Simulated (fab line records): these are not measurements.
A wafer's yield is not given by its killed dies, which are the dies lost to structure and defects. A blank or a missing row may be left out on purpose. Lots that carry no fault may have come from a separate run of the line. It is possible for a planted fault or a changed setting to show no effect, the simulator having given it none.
Which tool did it? / flow n5-finfet / Sampling: 9 lots, 26 wafers, 3 of 1938 route steps

== WHAT EACH GAUGE READ, for each wafer ==
N5_BEOL_M4_INSPECT_13: inspects for defects (brightfield).
lot=L381; measured=day 10 06:53; on=defect-inspect-01; raw-defect-count=503 360 365
lot=L389; measured=day 11 11:07; on=defect-inspect-02; raw-defect-count=331 233 277
lot=L392; measured=day 11 20:25; on=defect-inspect-01; raw-defect-count=858 685 631
lot=L393; measured=day 12 06:19; on=defect-inspect-02; raw-defect-count=692 648 786
lot=L396; measured=day 13 11:33; on=defect-inspect-02; raw-defect-count=533 427 311
lot=L397; measured=day 13 14:30; on=defect-inspect-01; raw-defect-count=383 352
lot=L401; measured=day 14 16:25; on=defect-inspect-01; raw-defect-count=283 264 425
lot=L403; measured=day 15 12:31; on=defect-inspect-02; raw-defect-count=386 359 499
lot=L404; measured=day 15 18:20; on=defect-inspect-01; raw-defect-count=325 384 386

== EACH LOT AND THE TOOL THAT RAN IT (in order: tool; ch and the chambers of the sampled wafers; start) ==
lot=L381; N5_BEOL_M3_PRE_CLEAN_60=cvd-co-02 ch 0,1,2, day 10 04:37; N5_BEOL_M4_PECVD_72=pecvd-01 ch 0,2, day 10 05:02
lot=L389; N5_BEOL_M3_PRE_CLEAN_60=cvd-co-01 ch 0,1,2, day 11 07:18; N5_BEOL_M4_PECVD_72=pecvd-03 ch 0,1,2, day 11 07:41
lot=L392; N5_BEOL_M3_PRE_CLEAN_60=cvd-co-01 ch 0,1,2, day 11 19:08; N5_BEOL_M4_PECVD_72=pecvd-01 ch 1,2, day 11 19:32
lot=L393; N5_BEOL_M3_PRE_CLEAN_60=cvd-co-01 ch 0,1,2, day 12 04:37; N5_BEOL_M4_PECVD_72=pecvd-01 ch 0,1,2, day 12 05:00
lot=L396; N5_BEOL_M3_PRE_CLEAN_60=cvd-co-01 ch 0,1,2, day 13 10:34; N5_BEOL_M4_PECVD_72=pecvd-02 ch 0,1,2, day 13 10:58
lot=L397; N5_BEOL_M3_PRE_CLEAN_60=cvd-co-01 ch 0,2, day 13 13:26; N5_BEOL_M4_PECVD_72=pecvd-03 ch 0,2, day 13 13:50
lot=L401; N5_BEOL_M3_PRE_CLEAN_60=cvd-co-02 ch 0,1,2, day 14 14:44; N5_BEOL_M4_PECVD_72=pecvd-03 ch 0,2, day 14 15:08
lot=L403; N5_BEOL_M3_PRE_CLEAN_60=cvd-co-01 ch 0,1, day 15 11:24; N5_BEOL_M4_PECVD_72=pecvd-01 ch 0,1,2, day 15 11:51
lot=L404; N5_BEOL_M3_PRE_CLEAN_60=cvd-co-02 ch 0,2, day 15 15:13; N5_BEOL_M4_PECVD_72=pecvd-01 ch 0,1,2, day 15 15:40
- N5_BEOL_M3_PRE_CLEAN_60: time 15 s.
- N5_BEOL_M4_PECVD_72: deposits SiO2 from TEOS/O2, target thk 16 nm, time 18 s.

== THE ANSWER, worked out from the rows above alone ==
Rule: what is usual is taken from the lots themselves. The widest of any qualifying gaps counts: lots, ordered by their means at a reading, are off when they make up no more than a third of the lots, leave a main group of 4 or more, and stand apart from it by 3 or more times the standard deviation of that group's means. If all means in a main group match to the digits the tables above print for the reading, that group is not used. Also off: a lot with no number at a reading for which 4 or more lots have one. The other lots that the step has rows for count as sound.
Off, at N5_BEOL_M4_INSPECT_13 on raw-defect-count: L392, L393. Mean 369 and standard deviation 49 in the main group.
A tool fits if, at a process step before that reading, it ran every lot that is off, and no sound lot after the first of them. Gauges at N5_BEOL_M4_INSPECT_13: tried the same way as those tools. Not one of the candidates tried fits.

== WHAT HAD BEEN PUT IN BY THE SIMULATOR ==
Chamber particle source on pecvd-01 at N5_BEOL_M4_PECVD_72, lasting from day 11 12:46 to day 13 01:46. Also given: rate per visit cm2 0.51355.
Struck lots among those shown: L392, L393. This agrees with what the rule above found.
